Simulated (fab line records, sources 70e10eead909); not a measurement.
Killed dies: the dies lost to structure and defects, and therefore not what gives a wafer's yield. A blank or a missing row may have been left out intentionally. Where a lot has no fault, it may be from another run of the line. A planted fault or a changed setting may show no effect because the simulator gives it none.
fab line records	flow nandHarc	part 1 of 2: steps 1 to 31 of 37
record: lots: 5	wafers: 15	lastDay: 32
route steps=1302 shown P_GATE@204 P_CONTACT@217
lots with no fault: from the same line, run without faults
startH: the number of hours between the record's first day and the start of the first shown wafer of the lot	waitH: time in hours since the lot's previous step	" repeats the value in the row above	L1.1+2: one row covering several wafers at once	- no value, or no start given	* or withheld: withheld	< > ~ a bound
route shown NAME@n: names a module that has steps shown in the file, with the first one's number in the route	usual: the fault-free wafers' mean and standard deviation	same: alike in all rows	chamber/n: place in a boat	sites: the reading at each site	_std_site: the standard deviation of these	_edge_site: inner sites' mean taken away from outer sites' mean	radiusMm: how far each site lies from the wafer's centre	mask NAME#n: copy n	behind: the most recent tool/chamber to have shaped the wafer	hold: cause of the lot's hold/its duration in hours/its outcome	device: whichever transistor did not switch (one of n, p or np)	end of line: tests of these same wafers at the route's end	step lacking rows: just its recipe	killed: dies that structure and defects cost at the first sort, which is not the same as the wafer's yield	map: a wafer's dies, x killed, . not, _ none there
set.NAME: setting as actually run; set.NAME@STEP: the setting as run at that earlier step	model.NAME: the simulator's own value behind a step, which no gauge read
lots seen at some steps along the route; tables by step, rows by wafer
services: a tool's chamber out of use, with start hour (startH, from the record's first day; less than 0 if before it), hours out, and reason
== steps ==
step: NHARC_P_GATE_STRIP_113
recipe: powerW: 1500	tempC: 110	timeS: 740	chemistry: N2/H2
usual: drypumpMotorCurrentA: 5.8/0.46	heaterPowerW: 97/8.6	rfReflPowerW: 27/5.6
lot.wafer	tool	chamber	startH	waitH	drypumpMotorCurrentA	heaterPowerW	rfHoursCounterH	rfReflPowerW
L074.2	plasmaAsher-02	1	122.11	0.2	5.7	107	7	24
L074.1	"	0	"	"	5.4	106	7	33
L074.4	"	0	"	"	5.3	107	-	33
L083.1	plasmaAsher-01	1	215.34	0.2	5.8	88	6	31
L083.2	"	0	"	"	6.6	86	6	17
L083.5	"	0	"	"	6.7	87	-	20
L091.1	plasmaAsher-02	1	289.42	0.2	5.7	104	6	24
L091.4	"	1	"	"	5.7	103	-	24
L091.6	"	0	"	"	5.4	100	-	33
L095.1	plasmaAsher-02	0	325.50	0.2	5.4	102	15	34
L095.2	"	1	"	"	5.7	101	15	24
L095.5	"	1	"	"	5.7	102	-	25
L096.2	plasmaAsher-02	0	334.07	0.2	5.3	102	17	33
L096.6	"	0	"	"	5.3	102	-	34
L096.5	"	1	"	"	5.7	105	-	24
step: NHARC_P_GATE_STRIP_95
recipe: powerW: 1500	tempC: 250	chemistry: O2
usual: drypumpMotorCurrentA: 5.8/0.46	heaterPowerW: 365/34	rfReflPowerW: 27/5.5
lot.wafer	tool	chamber	startH	waitH	drypumpMotorCurrentA	heaterPowerW	rfHoursCounterH	rfReflPowerW
L074.2	plasmaAsher-02	1	122.80	0.6	5.7	401	8	25
L074.1	"	0	"	"	5.3	397	8	34
L074.4	"	0	"	"	5.4	402	-	32
L083.1	plasmaAsher-01	1	216.04	0.6	5.8	326	7	31
L083.2	"	0	"	"	6.7	323	7	19
L083.5	"	0	"	"	6.7	330	-	18
L091.1	plasmaAsher-02	1	290.15	0.6	5.7	388	7	24
L091.4	"	1	"	"	5.7	392	-	24
L091.6	"	0	"	"	5.4	377	-	33
L095.1	plasmaAsher-02	0	326.23	0.6	5.4	373	16	33
L095.2	"	1	"	"	5.7	384	16	24
L095.5	"	1	"	"	5.7	381	-	24
L096.2	plasmaAsher-02	0	334.79	0.6	5.3	381	18	33
L096.6	"	0	"	"	5.3	381	-	33
L096.5	"	1	"	"	5.7	391	-	25
step: NHARC_P_GATE_STRIP_96
recipe: timeS: 900	tempC: 130	chemistry: SPM
lot.wafer	tool	chamber	startH	waitH
L074.1+4+2	wetBench-03	1,4,6	123.01	0.2
L083.5+2+1	wetBench-07	3,4,7	216.25	0.1
L091.4+6+1	wetBench-03	6,0,3	290.36	0.2
L095.2+5+1	wetBench-07	4,6,7	326.45	0.2
L096.2+6+5	wetBench-05	7,2,3	335.01	0.2
step: NHARC_P_GATE_RTA_64
recipe: tempC: 1050	timeS: 1
usual: lampPowerPct: 35.3/1	wafer_temp_C_max: 1055.7/1.2
lot.wafer	tool	chamber	startH	waitH	lampPowerPct	wafer_temp_C_max
L074.1	rtpAnneal-02	0	123.36	-	34.3	1054.6
L074.2	"	0	"	"	34.3	1055.9
L074.4	"	0	"	"	34.3	1056.6
L083.1	rtpAnneal-02	0	216.61	-	34.3	1058.3
L083.2	"	0	"	"	34.3	1055.3
L083.5	"	0	"	"	34.3	1054.8
L091.1	rtpAnneal-01	0	290.72	-	36.3	1054.6
L091.4	"	0	"	"	36.4	1059.2
L091.6	"	0	"	"	36.4	1054.1
L095.1	rtpAnneal-02	0	326.79	-	34.3	1055.0
L095.2	"	0	"	"	34.3	1055.6
L095.5	"	0	"	"	34.3	1055.3
L096.2	rtpAnneal-02	0	335.38	-	34.3	1053.9
L096.5	"	0	"	"	34.3	1054.7
L096.6	"	0	"	"	34.3	1054.0
step: NHARC_P_GATE_ETCH_77
recipe: targetDepthA: 60	chemistry: dHF	material: SiO2
lot.wafer	tool	chamber	startH	waitH
L074.1+2+4	wetBench-05	5,7,0	123.57	0.2
L083.2+1+5	wetBench-07	1,3,4	216.80	0.1
L091.1+6+4	wetBench-05	0,2,5	290.92	0.2
L095.2+1+5	wetBench-03	0,2,3	327.00	0.2
L096.6+2+5	wetBench-03	1,2,3	335.59	0.1
step: NHARC_P_GATE_DEGAS_109
recipe: tempC: 300	timeS: 60
usual: heaterPowerW: 477/54
lot.wafer	tool	chamber	startH	waitH	heaterPowerW
L074.1	pvdSputter-01	-	123.67	0.1	458
L074.2	"	-	"	"	398
L074.4	"	-	"	"	396
L083.2	pvdSputter-02	-	216.91	0.1	479
L083.1	"	-	"	"	454
L083.5	"	-	"	"	592
L091.4	pvdSputter-03	-	291.06	0.1	546
L091.1	"	-	"	"	415
L091.6	"	-	"	"	551
L095.2	pvdSputter-01	-	327.11	0.1	458
L095.1	"	-	"	"	441
L095.5	"	-	"	"	458
L096.2	pvdSputter-02	-	335.70	0.1	496
L096.6	"	-	"	"	465
L096.5	"	-	"	"	455
step: NHARC_P_GATE_PRE_CLEAN_110
recipe: timeS: 30	biasV: 200	gas: Ar
lot.wafer	tool	chamber	startH	waitH
L074.4+1+2	pvdSputter-01	-	-	-
L083.1+2+5	pvdSputter-02	-	-	-
L091.4+1+6	pvdSputter-03	-	-	-
L095.1+2+5	pvdSputter-01	-	-	-
L096.2+6+5	pvdSputter-02	-	-	-
step: NHARC_P_GATE_SPUTTER_78
recipe: targetThkA: 100	material: Ni
lot.wafer	tool	chamber	startH	waitH
L074.2+1+4	pvdSputter-01	-	-	-
L083.1+2+5	pvdSputter-02	-	-	-
L091.4+1+6	pvdSputter-03	-	-	-
L095.2+1+5	pvdSputter-01	-	-	-
L096.2+6+5	pvdSputter-02	-	-	-
step: NHARC_P_GATE_SPUTTER_79
recipe: targetThkA: 100	material: TiN
lot.wafer	tool	chamber	startH	waitH
L074.2+1+4	pvdSputter-01	-	-	-
L083.2+1+5	pvdSputter-02	-	-	-
L091.1+4+6	pvdSputter-03	-	-	-
L095.2+1+5	pvdSputter-01	-	-	-
L096.2+5+6	pvdSputter-02	-	-	-
step: NHARC_P_GATE_RTA_80
recipe: tempC: 300	timeS: 30
usual: lampPowerPct: 2.10/0.06	wafer_temp_C_max: 301.6/0.35
lot.wafer	tool	chamber	startH	waitH	lampPowerPct	wafer_temp_C_max
L074.1	rtpAnneal-01	0	123.96	-	2.17	301.4
L074.2	"	0	"	"	2.17	301.6
L074.4	"	0	"	"	2.17	302.3
L083.1	rtpAnneal-02	0	217.20	-	2.04	301.0
L083.2	"	0	"	"	2.04	301.5
L083.5	"	0	"	"	2.04	301.2
L091.1	rtpAnneal-01	0	291.36	-	2.16	302.1
L091.4	"	0	"	"	2.17	301.9
L091.6	"	0	"	"	2.16	301.7
L095.1	rtpAnneal-02	0	327.39	-	2.04	301.7
L095.2	"	0	"	"	2.04	301.9
L095.5	"	0	"	"	2.04	301.8
L096.2	rtpAnneal-02	0	336.01	-	2.04	301.1
L096.5	"	0	"	"	2.04	301.6
L096.6	"	0	"	"	2.04	301.2
step: NHARC_P_GATE_STRIP_67
recipe: timeS: 600	tempC: 130	chemistry: SPM
lot.wafer	tool	chamber	startH	waitH
L074.4+1+2	wetBench-05	0,2,4	124.16	0.1
L083.1+5+2	wetBench-05	1,2,4	217.42	0.2
L091.4+6+1	wetBench-07	1,2,3	291.58	0.1
L095.5+1+2	wetBench-03	3,5,6	327.59	0.1
L096.2+5+6	wetBench-05	4,6,7	336.18	0.1
step: NHARC_P_GATE_RTA_82
recipe: tempC: 450	timeS: 30
usual: lampPowerPct: 4.13/0.12	wafer_temp_C_max: 452.5/0.58
lot.wafer	tool	chamber	startH	waitH	lampPowerPct	wafer_temp_C_max
L074.1	rtpAnneal-01	0	124.42	-	4.25	453.2
L074.2	"	0	"	"	4.25	452.7
L074.4	"	0	"	"	4.26	452.3
L083.1	rtpAnneal-02	0	217.66	-	4.01	452.0
L083.2	"	0	"	"	4.02	452.4
L083.5	"	0	"	"	4.01	452.8
L091.1	rtpAnneal-02	0	291.82	-	4.02	452.7
L091.4	"	0	"	"	4.01	452.4
L091.6	"	0	"	"	4.01	452.3
L095.1	rtpAnneal-02	0	327.86	-	4.02	453.0
L095.2	"	0	"	"	4.02	453.6
L095.5	"	0	"	"	4.01	452.2
L096.2	rtpAnneal-01	0	336.47	-	4.25	452.7
L096.5	"	0	"	"	4.26	452.6
L096.6	"	0	"	"	4.26	452.1
step: NHARC_P_GATE_INSPECT_68
usual: rawDefectCount: 233/82
lot.wafer	tool	chamber	startH	waitH	rawDefectCount
L074.1	defectInspect-01	-	124.62	0.2	260
L074.2	"	-	"	"	231
L074.4	"	-	"	"	212
L083.1	defectInspect-01	-	217.86	0.2	198
L083.2	"	-	"	"	125
L083.5	"	-	"	"	121
L091.1	defectInspect-02	-	292.02	0.2	129
L091.4	"	-	"	"	197
L091.6	"	-	"	"	217
L095.1	defectInspect-02	-	328.05	0.2	225
L095.2	"	-	"	"	317
L095.5	"	-	"	"	165
L096.2	defectInspect-02	-	336.64	0.1	146
L096.5	"	-	"	"	133
L096.6	"	-	"	"	192
step: NHARC_P_CONTACT_DEP_30
recipe: targetThkA: 300	tempC: 400	targetThkNm: 30	flowSccm: 200	rfW: 450	material: SiNx
usual: heaterPowerW: 726/88
lot.wafer	tool	chamber	startH	waitH	heaterPowerW
L074.1	pecvd-02	0	124.68	0.1	884
L074.2	"	2	"	"	785
L074.4	"	0	"	"	896
L083.1	pecvd-03	1	217.97	0.1	737
L083.2	"	2	"	"	683
L083.5	"	0	"	"	736
L091.1	pecvd-02	1	292.16	0.1	756
L091.4	"	0	"	"	863
L091.6	"	1	"	"	744
L095.1	pecvd-01	2	328.12	0.1	646
L095.2	"	1	"	"	741
L095.5	"	0	"	"	931
L096.2	pecvd-02	2	336.75	0.1	718
L096.6	"	1	"	"	660
L096.5	"	2	"	"	720
step: NHARC_P_CONTACT_DEP_00
recipe: targetThkA: 5000	tempC: 400	pressureTorr: 6.5	rfW: 900	teosFlowSccm: 161.4	flowSccm: 2650	targetThkNm: 500	gas: O2	material: SiO2
usual: flowSccm: 2650/7.8	heaterPowerW: 559/88	throttleValvePct: 16.1/0.7
lot.wafer	tool	chamber	startH	waitH	flowSccm	heaterPowerW	throttleValvePct
L074.1	pecvd-02	0	-	-	2652	661	16.4
L074.2	"	2	"	"	2654	512	16.1
L074.4	"	0	"	"	2644	717	16.1
L083.1	pecvd-03	1	-	-	2646	475	16.2
L083.2	"	2	"	"	2645	539	15.9
L083.5	"	0	"	"	2648	591	16.0
L091.1	pecvd-02	1	-	-	2650	487	15.1
L091.4	"	0	"	"	2676	616	16.5
L091.6	"	1	"	"	2655	536	14.8
L095.1	pecvd-01	2	-	-	2662	471	16.9
L095.2	"	1	"	"	2652	536	16.0
L095.5	"	0	"	"	2650	740	16.3
L096.2	pecvd-02	2	-	-	2646	501	16.5
L096.6	"	1	"	"	2648	462	14.8
L096.5	"	2	"	"	2648	541	16.4
step: NHARC_P_CONTACT_CMP_01
recipe: targetThkNm: 200	material: SiO2
usual: motorCurrentA: 12.4/1.1	retainingRingPressureFrac: 1.000/0.0051
lot.wafer	tool	chamber	startH	waitH	motorCurrentA	retainingRingPressureFrac
L074.2	cmp-02	1	125.40	-	12.7	1.003
L074.4	"	3	"	"	10.5	1.004
L074.1	"	0	"	"	12.5	0.986
L083.1	cmp-02	0	218.64	-	13.1	1.005
L083.2	"	1	"	"	12.6	0.997
L083.5	"	1	"	"	12.3	0.998
L091.1	cmp-04	3	292.80	-	11.5	1.001
L091.4	"	1	"	"	14.2	0.997
L091.6	"	3	"	"	10.6	0.992
L095.2	cmp-02	1	328.86	-	13.0	1.001
L095.1	"	2	"	"	12.5	0.997
L095.5	"	0	"	"	14.0	1.001
L096.2	cmp-02	2	337.47	-	11.5	0.995
L096.6	"	0	"	"	13.4	0.996
L096.5	"	1	"	"	12.2	0.995
step: NHARC_P_CONTACT_SRD_03
lot.wafer	tool	chamber	startH	waitH
L074.2+1+4	wetBench-01	3,4,6	125.70	0.0
L083.2+5+1	wetBench-04	5,0,2	218.94	0.0
L091.6+1+4	wetBench-04	5,6,0	293.10	0.0
L095.1+5+2	wetBench-04	0,2,3	329.13	0.0
L096.2+5+6	wetBench-01	2,3,4	337.72	0.0
step: NHARC_P_CONTACT_DEHYDRATE_04
recipe: tempC: 150	timeS: 120
lot.wafer	tool	chamber	startH	waitH
L074.1+2+4	lithoTrack-04	0	125.78	0.1
L083.1+2+5	lithoTrack-04	0	219.02	0.1
L091.1+4+6	lithoTrack-01	0	293.18	0.1
L095.1+2+5	lithoTrack-01	0	329.21	0.1
L096.2+5+6	lithoTrack-06	0	337.80	0.1
step: NHARC_P_CONTACT_HMDS_05
recipe: timeS: 30
lot.wafer	tool	chamber	startH	waitH
L074.1+2+4	lithoTrack-04	0	-	-
L083.1+2+5	lithoTrack-04	0	-	-
L091.1+4+6	lithoTrack-01	0	-	-
L095.1+2+5	lithoTrack-01	0	-	-
L096.2+5+6	lithoTrack-06	0	-	-
step: NHARC_P_CONTACT_COAT_33
recipe: tempC: 260	timeS: 75
lot.wafer	tool	chamber	startH	waitH
L074.1+2+4	lithoTrack-04	0	-	-
L083.1+2+5	lithoTrack-04	0	-	-
L091.1+4+6	lithoTrack-01	0	-	-
L095.1+2+5	lithoTrack-01	0	-	-
L096.2+5+6	lithoTrack-06	0	-	-
step: NHARC_P_CONTACT_COAT_34
recipe: tempC: 225	timeS: 65
lot.wafer	tool	chamber	startH	waitH
L074.1+2+4	lithoTrack-04	0	-	-
L083.1+2+5	lithoTrack-04	0	-	-
L091.1+4+6	lithoTrack-01	0	-	-
L095.1+2+5	lithoTrack-01	0	-	-
L096.2+5+6	lithoTrack-06	0	-	-
step: NHARC_P_CONTACT_COAT_06
recipe: spinRpm: 1500	resistThkNm: 90
lot.wafer	tool	chamber	startH	waitH
L074.1+2+4	lithoTrack-04	0	-	-
L083.1+2+5	lithoTrack-04	0	-	-
L091.1+4+6	lithoTrack-01	0	-	-
L095.1+2+5	lithoTrack-01	0	-	-
L096.2+5+6	lithoTrack-06	0	-	-
step: NHARC_P_CONTACT_SOFTBAKE_07
recipe: tempC: 105	timeS: 55
lot.wafer	tool	chamber	startH	waitH
L074.1+2+4	lithoTrack-04	0	-	-
L083.1+2+5	lithoTrack-04	0	-	-
L091.1+4+6	lithoTrack-01	0	-	-
L095.1+2+5	lithoTrack-01	0	-	-
L096.2+5+6	lithoTrack-06	0	-	-
step: NHARC_P_CONTACT_EBR_08
lot.wafer	tool	chamber	startH	waitH
L074.1+2+4	lithoTrack-04	0	-	-
L083.1+2+5	lithoTrack-04	0	-	-
L091.1+4+6	lithoTrack-01	0	-	-
L095.1+2+5	lithoTrack-01	0	-	-
L096.2+5+6	lithoTrack-06	0	-	-
step: NHARC_P_CONTACT_EXPOSE_09
recipe: na: 1.35	targetCdNm: 90	doseMj: 81.26	maskId: P_CA
lot.wafer	tool	chamber	startH	waitH	mask
L074.1+2+4	arfiScanner-03	0	126.09	-	P_CA#0
L083.1+2+5	arfiScanner-02	0	219.21	-	P_CA#0
L091.1+4+6	arfiScanner-02	0	293.36	-	P_CA#0
L095.1+2+5	arfiScanner-02	0	329.52	-	P_CA#0
L096.2+5+6	arfiScanner-02	0	337.99	-	P_CA#0
step: NHARC_P_CONTACT_PEB_10
recipe: pebTempC: 100	pebTimeS: 65
lot.wafer	tool	chamber	startH	waitH
L074.1+2+4	lithoTrack-06	0	126.15	0.1
L083.1+2+5	lithoTrack-06	0	219.27	0.1
L091.1+4+6	lithoTrack-04	0	293.42	0.1
L095.1+2+5	lithoTrack-04	0	329.58	0.1
L096.2+5+6	lithoTrack-04	0	338.05	0.1
step: NHARC_P_CONTACT_DEVELOP_11
recipe: developTimeS: 35	devTempC: 23
lot.wafer	tool	chamber	startH	waitH
L074.1+2+4	lithoTrack-06	0	-	-
L083.1+2+5	lithoTrack-06	0	-	-
L091.1+4+6	lithoTrack-04	0	-	-
L095.1+2+5	lithoTrack-04	0	-	-
L096.2+5+6	lithoTrack-04	0	-	-
step: NHARC_P_CONTACT_CD_MEAS_12
recipe: targetCdNm: 90	landingEnergyEv: 500
usual: cdNm: 90.3/0.66
lot.wafer	tool	chamber	startH	waitH	cdNm
L074.1	cdSem-01	0	126.23	-	90.6
L074.2	"	0	"	"	91.0
L074.4	"	0	"	"	90.0
L083.1	cdSem-02	0	219.35	-	90.0
L083.2	"	0	"	"	90.6
L083.5	"	0	"	"	89.4
L091.1	cdSem-03	0	293.50	-	89.1
L091.4	"	0	"	"	90.3
L091.6	"	0	"	"	90.8
L095.1	cdSem-03	0	329.66	-	89.7
L095.2	"	0	"	"	90.8
L095.5	"	0	"	"	89.7
L096.2	cdSem-01	0	338.13	-	92.2
L096.5	"	0	"	"	89.7
L096.6	"	0	"	"	90.8
step: NHARC_P_CONTACT_OVL_MEAS_13
usual: overlayXNm: 0.1/0.7	overlayYNm: 0.2/0.86
lot.wafer	tool	chamber	startH	waitH	overlayXNm	overlayYNm
L074.1	overlay-01	-	126.32	-	-0.5	1.2
L074.2	"	-	"	"	-0.7	1.4
L074.4	"	-	"	"	-0.5	1.6
L083.1	overlay-01	-	219.44	-	1.2	-1.2
L083.2	"	-	"	"	0.8	-0.9
L083.5	"	-	"	"	1.6	-1.0
L091.1	overlay-01	-	293.59	-	0.8	-0.1
L091.4	"	-	"	"	-0.1	0.4
L091.6	"	-	"	"	0.2	0.1
L095.1	overlay-01	-	329.75	-	-0.1	0.6
L095.2	"	-	"	"	-0.2	-0.1
L095.5	"	-	"	"	0.6	0.3
L096.2	overlay-02	-	338.21	-	-0.2	0.5
L096.5	"	-	"	"	-0.3	0.3
L096.6	"	-	"	"	-0.4	0.3
step: NHARC_P_CONTACT_INSPECT_14
usual: rawDefectCount: 4.1/2.9
lot.wafer	tool	chamber	startH	waitH	rawDefectCount
L074.1	defectInspect-02	-	126.35	0.0	8
L074.2	"	-	"	"	5
L074.4	"	-	"	"	1
L083.1	defectInspect-02	-	219.47	0.0	2
L083.2	"	-	"	"	2
L083.5	"	-	"	"	0
L091.1	defectInspect-01	-	293.63	0.0	3
L091.4	"	-	"	"	3
L091.6	"	-	"	"	9
L095.1	defectInspect-01	-	329.79	0.0	3
L095.2	"	-	"	"	6
L095.5	"	-	"	"	7
L096.2	defectInspect-01	-	338.25	0.0	14
L096.5	"	-	"	"	14
L096.6	"	-	"	"	7
step: NHARC_P_CONTACT_DESCUM_17
recipe: timeS: 3	o2FlowSccm: 200	arFlowSccm: 0	biasPowerW: 0	chemistry: O2
usual: chamberPressureMTorr: 60.00/0.051	drypumpMotorCurrentA: 5.3/0.35	oesProductAu: 0.997/0.016	rfVppV: 57.8/0.88	showerheadPlenumPTorr: 1.92/0.089	throttleValvePct: 11.312/0.0094
lot.wafer	tool	chamber	startH	waitH	chamberPressureMTorr	drypumpMotorCurrentA	oesProductAu	rfHoursCounterH	rfVppV	showerheadPlenumPTorr	throttleValvePct
L074.2	rieDiel-06	0	126.42	0.1	59.85	5.3	1.012	8.0	56.9	1.92	11.310
L074.4	"	1	"	"	59.92	5.0	0.998	8.6	58.4	2.00	11.310
L074.1	"	2	"	"	60.02	5.3	0.998	8.4	58.8	1.86	11.317
L083.1	rieDiel-13	1	219.53	0.1	60.18	6.0	0.992	1.0	55.9	1.79	11.316
L083.2	"	2	"	"	59.98	5.5	0.968	1.0	58.3	2.04	11.284
L083.5	"	1	"	"	60.02	6.0	0.992	-	58.6	1.79	11.309
L091.1	rieDiel-06	0	293.69	0.1	60.02	5.3	1.005	7.7	57.7	1.92	11.322
L091.4	"	2	"	"	59.95	5.4	1.015	8.1	57.6	1.86	11.319
L091.6	"	1	"	"	59.93	5.0	0.999	-	58.9	1.99	11.304
L095.2	rieDiel-04	2	329.86	0.1	60.00	5.6	0.986	3.8	58.1	1.96	11.299
L095.1	"	0	"	"	59.97	4.9	0.987	4.3	58.7	1.93	11.316
L095.5	"	2	"	"	60.03	5.6	0.999	-	57.9	1.96	11.311
L096.2	rieDiel-04	3	338.32	0.1	59.98	5.5	0.980	4.5	58.8	1.91	11.322
L096.5	"	2	"	"	59.98	5.6	0.988	-	57.7	1.96	11.324
L096.6	"	3	"	"	60.07	5.5	0.979	-	58.2	1.91	11.319
